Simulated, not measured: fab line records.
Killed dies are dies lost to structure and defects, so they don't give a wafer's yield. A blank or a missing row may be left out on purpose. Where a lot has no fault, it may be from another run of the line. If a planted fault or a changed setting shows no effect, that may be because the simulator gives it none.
Which tool did it? | flow nand-harc | 39 wafers from 13 lots sampled at 5 of the route's 1302 steps

## WHAT EACH GAUGE READ, for each wafer
NHARC_THIN_TSV_INSPECT_40.
lot  | measured     | on                | raw-defect-count
L839 | day 24 15:23 | defect-inspect-02 | 616 600 534
L841 | day 25 02:26 | defect-inspect-01 | 890 538 569
L842 | day 25 13:11 | defect-inspect-02 | 663 708 681
L843 | day 25 02:27 | defect-inspect-02 | 597 433 436
L844 | day 26 21:24 | defect-inspect-01 | 567 588 527
L845 | day 26 21:24 | defect-inspect-02 | 653 631 704
L846 | day 27 02:26 | defect-inspect-02 | 587 569 510
L848 | day 28 09:49 | defect-inspect-01 | 444 417 632
L849 | day 28 09:48 | defect-inspect-02 | 409 593 435
L850 | day 29 06:23 | defect-inspect-02 | 653 666 546
L852 | day 29 17:53 | defect-inspect-01 | 511 507 467
L854 | day 30 08:45 | defect-inspect-02 | 503 473
L856 | day 32 19:32 | defect-inspect-02 | 650 512

NHARC_END_SORT_01.
lot  | measured     | on        | defect-limited-yield (%) | killed-at-array | killed-at-other | killed-at-periphery | killed-dies | killed-open | killed-short
L850 | day 29 10:13 | prober-02 | 93 93                    | 42 44           | 0 0             | 3 1                 | 45 45       | 5 3         | 0 1
L854 | day 30 12:39 | prober-01 | 91 0 92                  | 53 52 46        | 0 1 2           | 5 624 7             | 58 677 55   | 2 5 4       | 3 3 3
L856 | day 32 23:23 | prober-01 | 95 93 0                  | 30 43 41        | 1 0 1           | 5 2 635             | 36 45 677   | 8 1 4       | 1 2 2

## WHICH TOOL RAN EACH LOT (tool, then ch and the chambers of the sampled wafers, then the start)
lot  | NHARC_P_M2_PVD_21            | NHARC_THIN_TSV_ETCH_15           | NHARC_THIN_TSV_STRIP_45
L839 | pvd-sputter-01, day 6 09:20  | rie-si-01 ch 0,2,3, day 24 04:18 | plasma-asher-02 ch 0,1, day 24 04:34
L841 | pvd-sputter-01, day 7 06:20  | rie-si-02 ch 0,2,3, day 24 12:55 | plasma-asher-02 ch 0,1, day 24 13:06
L842 | pvd-sputter-02, day 7 17:41  | rie-si-06 ch 0,2,3, day 25 01:11 | plasma-asher-02 ch 0,1, day 25 01:25
L843 | pvd-sputter-01, day 8 05:30  | rie-si-06 ch 0,1,2, day 24 14:07 | plasma-asher-02 ch 0,1, day 24 14:21
L844 | pvd-sputter-01, day 8 17:34  | rie-si-02 ch 0,3, day 26 11:47   | plasma-asher-01 ch 0,1, day 26 11:59
L845 | pvd-sputter-03, day 9 07:10  | rie-si-01 ch 0,1,3, day 26 10:22 | plasma-asher-01 ch 0,1, day 26 10:34
L846 | pvd-sputter-01, day 9 07:40  | rie-si-01 ch 0,2,3, day 26 14:46 | plasma-asher-01 ch 0,1, day 26 15:08
L848 | pvd-sputter-03, day 10 07:38 | rie-si-01 ch 0,2,3, day 28 01:13 | plasma-asher-02 ch 0,1, day 28 01:26
L849 | pvd-sputter-02, day 10 13:36 | rie-si-02 ch 0,2, day 27 23:53   | plasma-asher-01 ch 0,1, day 28 00:05
L850 | pvd-sputter-02, day 11 04:31 | rie-si-01 ch 1,2, day 28 18:28   | plasma-asher-01 ch 1, day 28 18:40
L852 | pvd-sputter-01, day 12 01:13 | rie-si-06 ch 1,2,3, day 29 06:42 | plasma-asher-01 ch 0,1, day 29 06:54
L854 | pvd-sputter-01, day 12 16:23 | rie-si-06 ch 2, day 29 20:39     | plasma-asher-02 ch 1, day 29 20:54
L856 | pvd-sputter-01, day 13 09:56 | rie-si-01 ch 0,2, day 32 09:45   | plasma-asher-01 ch 0, day 32 10:00
- NHARC_P_M2_PVD_21: deposits Cu, target thk 30 nm, time 20.49 s.
- NHARC_THIN_TSV_ETCH_15: target depth 3000 nm, bosch target overetch cycles 2, bosch etch step 2.8 s.
- NHARC_THIN_TSV_STRIP_45: strips in O2.

## AS READ BY THE TOOLS THEMSELVES (means over the sampled wafers that have a number; for cases with no such wafer, the mark the record gives instead)
NHARC_P_M2_PVD_21.
lot  | tool           | throttle-valve-pct (%)
L839 | pvd-sputter-01 | 30.1
L841 | pvd-sputter-01 | 30.3
L842 | pvd-sputter-02 | 29.5
L843 | pvd-sputter-01 | 30.0
L844 | pvd-sputter-01 | 30.2
L845 | pvd-sputter-03 | 30.5
L846 | pvd-sputter-01 | 30.0
L848 | pvd-sputter-03 | 30.0
L849 | pvd-sputter-02 | 29.4
L850 | pvd-sputter-02 | 29.4
L852 | pvd-sputter-01 | 30.4
L854 | pvd-sputter-01 | 30.0
L856 | pvd-sputter-01 | 30.4

NHARC_THIN_TSV_ETCH_15.
lot  | tool      | drypump-motor-current-A (A)
L839 | rie-si-01 | 5.9
L841 | rie-si-02 | 5.5
L842 | rie-si-06 | 5.9
L843 | rie-si-06 | 5.6
L844 | rie-si-02 | 5.3
L845 | rie-si-01 | 5.4
L846 | rie-si-01 | 5.9
L848 | rie-si-01 | 5.9
L849 | rie-si-02 | 5.6
L850 | rie-si-01 | 5.5
L852 | rie-si-06 | 5.8
L854 | rie-si-06 | 6.2
L856 | rie-si-01 | 6.2

NHARC_THIN_TSV_STRIP_45.
lot  | tool            | drypump-motor-current-A (A) | heater-power-w (W)
L839 | plasma-asher-02 | 6.0                         | 322
L841 | plasma-asher-02 | 6.0                         | 319
L842 | plasma-asher-02 | 6.2                         | 343
L843 | plasma-asher-02 | 6.1                         | 334
L844 | plasma-asher-01 | 6.0                         | 352
L845 | plasma-asher-01 | 5.7                         | 361
L846 | plasma-asher-01 | 5.6                         | 356
L848 | plasma-asher-02 | 6.0                         | 312
L849 | plasma-asher-01 | 5.6                         | 352
L850 | plasma-asher-01 | 5.3                         | 359
L852 | plasma-asher-01 | 6.0                         | 350
L854 | plasma-asher-02 | 6.3                         | 358
L856 | plasma-asher-01 | 6.4                         | 362

## THE ANSWER, worked out from the rows above alone
Rule: the lots themselves supply what counts as usual. Put in order of their means at a reading, lots are off if they are a third of the lots or fewer, leave a main group of 4 or more, and stand apart from it by a gap of 3 or more times the standard deviation of the main group's means; of several such gaps the widest counts. A main group whose means are all the same, to the digits that the tables above print for the reading, isn't used. A lot without any number at a reading at which 4 lots or more have one is off too. All remaining lots with rows at the step are treated as sound. The gauges are gone through in route order, then the tools' own readings, and for those a lot's mean is taken as printed above. At the first step where some lot is off, the reading lying furthest off is the one used; lots without a number count as furthest.
None of the lots is off at any reading shown; this tells nothing.

## WHAT WAS PUT IN BY THE SIMULATOR
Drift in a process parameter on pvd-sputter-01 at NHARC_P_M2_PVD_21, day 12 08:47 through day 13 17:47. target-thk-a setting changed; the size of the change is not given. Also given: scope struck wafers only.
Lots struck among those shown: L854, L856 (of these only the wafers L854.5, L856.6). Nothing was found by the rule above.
